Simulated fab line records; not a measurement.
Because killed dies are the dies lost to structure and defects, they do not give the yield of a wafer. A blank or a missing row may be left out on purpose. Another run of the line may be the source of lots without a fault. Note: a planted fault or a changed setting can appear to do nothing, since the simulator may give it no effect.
Lot-split experiment :: flow n5-finfet :: route with 1938 steps; 7 lots, 21 wafers read

THE SPLIT ITSELF
At N5_BEOL_M15_TRENCH_ETCH_34 (etches SiO2 in C4F8/O2/Ar, target depth 872.93 nm, time 199 s), the setting time-s was moved away from the recipe's 199 s on 6 of the 21 wafers read, by -21.1% to +12.5%. For the rest of the wafers, this setting stayed at what the recipe calls for.

FROM THE SPLIT TO THE READING: what the file shows between them, 7 steps
- N5_BEOL_M15_STRIP_36: strips in O2
- N5_BEOL_M15_ECD_47: material Cu, target thk 1860 nm
- N5_BEOL_M15_ANNEAL_48: time 90 s
- N5_BEOL_M15_CMP_49: polishes, stops on SiO2, t overpolish 4.9 s, target thk 850 nm
- N5_BEOL_M15_THK_MEAS_50: measures by xrf
- N5_BEOL_M15_PRE_CLEAN_52: time 15 s
- N5_BEOL_M15_DEP_53: deposits SiCN from 3MS/NH3, target thk 50 nm, time 17.8 s

THE READING
Measured at N5_BEOL_M15_RS_MEAS_54 by four-point probe: M15_RS, in ohm/sq. Typical for fault-free wafers on this fab line: 0.0217 ohm/sq, with standard deviation 0.00035 ohm/sq.

wafer: L075.3
tool, chamber at the split: rie-diel-06, 2
time-s as run, s: 178.1
against the recipe: -10.5%
M15_RS, ohm/sq: 0.0236
against lot-mates on the recipe: +0.0018

wafer: L075.4
tool, chamber at the split: rie-diel-06, 0
time-s as run, s: 199
against the recipe: recipe
M15_RS, ohm/sq: 0.0217
against lot-mates on the recipe: -

wafer: L075.5
tool, chamber at the split: rie-diel-06, 3
time-s as run, s: 199
against the recipe: recipe
M15_RS, ohm/sq: 0.0219
against lot-mates on the recipe: -

wafer: L077.1
tool, chamber at the split: rie-diel-05, 2
time-s as run, s: 199
against the recipe: recipe
M15_RS, ohm/sq: 0.0223
against lot-mates on the recipe: -

wafer: L077.3
tool, chamber at the split: rie-diel-05, 0
time-s as run, s: 223.9
against the recipe: +12.5%
M15_RS, ohm/sq: 0.0194
against lot-mates on the recipe: -0.0029

wafer: L077.6
tool, chamber at the split: rie-diel-05, 0
time-s as run, s: 223.9
against the recipe: +12.5%
M15_RS, ohm/sq: 0.0195
against lot-mates on the recipe: -0.0028

wafer: L086.1
tool, chamber at the split: rie-diel-05, 3
time-s as run, s: 199
against the recipe: recipe
M15_RS, ohm/sq: 0.0219
against lot-mates on the recipe: -

wafer: L086.4
tool, chamber at the split: rie-diel-05, 1
time-s as run, s: 199
against the recipe: recipe
M15_RS, ohm/sq: 0.0216
against lot-mates on the recipe: -

wafer: L086.6
tool, chamber at the split: rie-diel-05, 0
time-s as run, s: 199
against the recipe: recipe
M15_RS, ohm/sq: 0.0220
against lot-mates on the recipe: -

wafer: L084.2
tool, chamber at the split: rie-diel-02, 3
time-s as run, s: 199
against the recipe: recipe
M15_RS, ohm/sq: 0.0218
against lot-mates on the recipe: -

wafer: L084.5
tool, chamber at the split: rie-diel-02, 0
time-s as run, s: 199
against the recipe: recipe
M15_RS, ohm/sq: 0.0220
against lot-mates on the recipe: -

wafer: L084.6
tool, chamber at the split: rie-diel-02, 1
time-s as run, s: 199
against the recipe: recipe
M15_RS, ohm/sq: 0.0219
against lot-mates on the recipe: -

wafer: L087.3
tool, chamber at the split: rie-diel-06, 3
time-s as run, s: 157.1
against the recipe: -21.1%
M15_RS, ohm/sq: 0.0281
against lot-mates on the recipe: +0.0064

wafer: L087.4
tool, chamber at the split: rie-diel-06, 3
time-s as run, s: 199
against the recipe: recipe
M15_RS, ohm/sq: 0.0218
against lot-mates on the recipe: -

wafer: L087.6
tool, chamber at the split: rie-diel-06, 2
time-s as run, s: 199
against the recipe: recipe
M15_RS, ohm/sq: 0.0216
against lot-mates on the recipe: -

wafer: L091.1
tool, chamber at the split: rie-diel-06, 0
time-s as run, s: 173.9
against the recipe: -12.6%
M15_RS, ohm/sq: 0.0252
against lot-mates on the recipe: +0.0036

wafer: L091.3
tool, chamber at the split: rie-diel-06, 3
time-s as run, s: 199
against the recipe: recipe
M15_RS, ohm/sq: 0.0216
against lot-mates on the recipe: -

wafer: L091.4
tool, chamber at the split: rie-diel-06, 0
time-s as run, s: 173.9
against the recipe: -12.6%
M15_RS, ohm/sq: 0.0253
against lot-mates on the recipe: +0.0037

wafer: L097.4
tool, chamber at the split: rie-diel-02, 0
time-s as run, s: 199
against the recipe: recipe
M15_RS, ohm/sq: 0.0221
against lot-mates on the recipe: -

wafer: L097.5
tool, chamber at the split: rie-diel-02, 3
time-s as run, s: 199
against the recipe: recipe
M15_RS, ohm/sq: 0.0217
against lot-mates on the recipe: -

wafer: L097.6
tool, chamber at the split: rie-diel-02, 0
time-s as run, s: 199
against the recipe: recipe
M15_RS, ohm/sq: 0.0223
against lot-mates on the recipe: -

FIT RESULTS
A straight line over all 21 wafers: M15_RS changes by -0.000246 ohm/sq for each +1% of time-s; r = -0.98; the points scatter about the line by 0.00042 ohm/sq.
The same after taking each lot's own level away (the mean of its wafers on the recipe; 21 wafers): -0.000266 ohm/sq for each +1%; r = -0.98; scatter 0.00036 ohm/sq.
That fit puts the effect of the largest move of time-s on the reading at 0.0056 ohm/sq.
The span of the lots' own levels, 0.02160 to 0.02230 ohm/sq, comes to 2.0 times the standard deviation stated above.
Consequently the slope shifts little with the lot-to-lot level, the two slopes agreeing.
Check: for one of the wafers moved furthest among these (-21.1%), held out of the fit, the line's prediction against its lot-mates is +0.0052 ohm/sq. Against them it came out at +0.0064 ohm/sq.

ADDITIONAL SPLITS CARRIED BY THESE WAFERS
Before the reading, these wafers also passed through other splits. Each is held against what the fit with the lots' levels taken away leaves over:
other split on the same wafers: N5_BEOL_M14_ETCH_59 time-s
wafers away from the commonest value: 3
r with M15_RS (lot level and that fit taken away): -0.07

other split on the same wafers: N5_BEOL_M15_PEB_26 peb-temp-c
wafers away from the commonest value: 7
r with M15_RS (lot level and that fit taken away): +0.20

THE WHOLE CHAIN: every reading that the file lists as answering this split, in the file's order
step: N5_BEOL_M15_TRENCH_ETCH_34
what it does: etches SiO2 in C4F8/O2/Ar, target depth 872.93 nm, time 199 s
reading: etch.depth-nm (the simulator's own value, which no gauge read)
change (the file's fit): +8.81 nm for each +1% of the setting
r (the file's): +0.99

step: N5_BEOL_M15_TRENCH_ETCH_34
what it does: etches SiO2 in C4F8/O2/Ar, target depth 872.93 nm, time 199 s
reading: coat_of_BEOL_M15_COAT_22.thk-nm (the simulator's own value, which no gauge read)
change (the file's fit): -1.78 nm for each +1% of the setting
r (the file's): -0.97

step: N5_BEOL_M15_CMP_49
what it does: polishes, stops on SiO2, t overpolish 4.9 s, target thk 850 nm
reading: Cu_of_BEOL_M15_ECD_47.thk-nm (the simulator's own value, which no gauge read)
change (the file's fit): +8.83 nm for each +1% of the setting
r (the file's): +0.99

step: N5_BEOL_M15_THK_MEAS_50
what it does: measures by xrf
reading: M15_THK
change (the file's fit): +8.72 for each +1% of the setting
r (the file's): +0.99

step: N5_BEOL_M15_RS_MEAS_54
what it does: measures by four-point-probe
reading: M15_RS
change (the file's fit): -0.000271 for each +1% of the setting
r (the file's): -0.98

THE FILE'S OWN FIT
M15_RS changes by -0.000271 ohm/sq for each +1% of time-s, r = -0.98.
